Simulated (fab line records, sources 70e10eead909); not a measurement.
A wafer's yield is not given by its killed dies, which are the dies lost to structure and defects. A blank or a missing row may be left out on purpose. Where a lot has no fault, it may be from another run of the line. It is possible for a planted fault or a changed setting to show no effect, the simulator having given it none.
Matching of chambers || flow nand-harc || NHARC_A_STAIRCASE_DEP_417 on pecvd-03: 3 sister chambers
The step deposits Si3N4, target thk 60 nm. 6 wafers are shown with their chamber, then 8 later ones without.

== EACH WAFER AND ITS CHAMBER ==
{"wafer": "L078.4", "chamber": 0, "heater-power-w (W)": 546, "rf-fwd-power-W (W)": 450.4}
{"wafer": "L083.4", "chamber": 0, "heater-power-w (W)": 589, "rf-fwd-power-W (W)": 448.9}
{"wafer": "L088.1", "chamber": 1, "heater-power-w (W)": 860, "rf-fwd-power-W (W)": 447.9}
{"wafer": "L088.2", "chamber": 2, "heater-power-w (W)": 805, "rf-fwd-power-W (W)": 448.2}
{"wafer": "L088.4", "chamber": 1, "heater-power-w (W)": 869, "rf-fwd-power-W (W)": 448.5}
{"wafer": "L093.1", "chamber": 2, "heater-power-w (W)": 782, "rf-fwd-power-W (W)": 448.7}

== WAFERS WITHOUT THEIR CHAMBER ==
{"wafer": "L093.2", "heater-power-w (W)": 722, "rf-fwd-power-W (W)": 449.4}
{"wafer": "L093.3", "heater-power-w (W)": 499, "rf-fwd-power-W (W)": 449.6}
{"wafer": "L091.2", "heater-power-w (W)": 519, "rf-fwd-power-W (W)": 450.4}
{"wafer": "L091.4", "heater-power-w (W)": 759, "rf-fwd-power-W (W)": 447.6}
{"wafer": "L091.5", "heater-power-w (W)": 862, "rf-fwd-power-W (W)": 449.1}
{"wafer": "L094.1", "heater-power-w (W)": 765, "rf-fwd-power-W (W)": 450.3}
{"wafer": "L094.2", "heater-power-w (W)": 701, "rf-fwd-power-W (W)": 449.8}
{"wafer": "L094.3", "heater-power-w (W)": 604, "rf-fwd-power-W (W)": 448.4}

== CHAMBER TAKEN BY EACH ==
{"wafer": "L093.2", "from the rows above": 2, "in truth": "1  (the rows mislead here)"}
{"wafer": "L093.3", "from the rows above": 0, "in truth": 0}
{"wafer": "L091.2", "from the rows above": 0, "in truth": 0}
{"wafer": "L091.4", "from the rows above": 2, "in truth": 2}
{"wafer": "L091.5", "from the rows above": 1, "in truth": 1}
{"wafer": "L094.1", "from the rows above": 2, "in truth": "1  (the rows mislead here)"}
{"wafer": "L094.2", "from the rows above": "can't be placed: 2 or 0", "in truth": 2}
{"wafer": "L094.3", "from the rows above": 0, "in truth": 0}
5 of 8 placed correctly. From these rows, 1 cannot be placed; in 1 the true chamber is one of the candidates. 2 placed wrongly.
How it was worked out, from the rows above alone: a wafer's distance from a chamber is the root of the sum, over the readings, of the square of ((its reading less the chamber's mean) divided by the reading's scatter). The wafer belongs to the nearest chamber; if the next one is less than 2 further off, it can't be placed. For every chamber, the mean is computed from those of its wafers that are shown. The scatter: take each reading less its chamber's mean, square it, sum over the shown wafers, divide by the number of wafers less the number of chambers, and take the root.
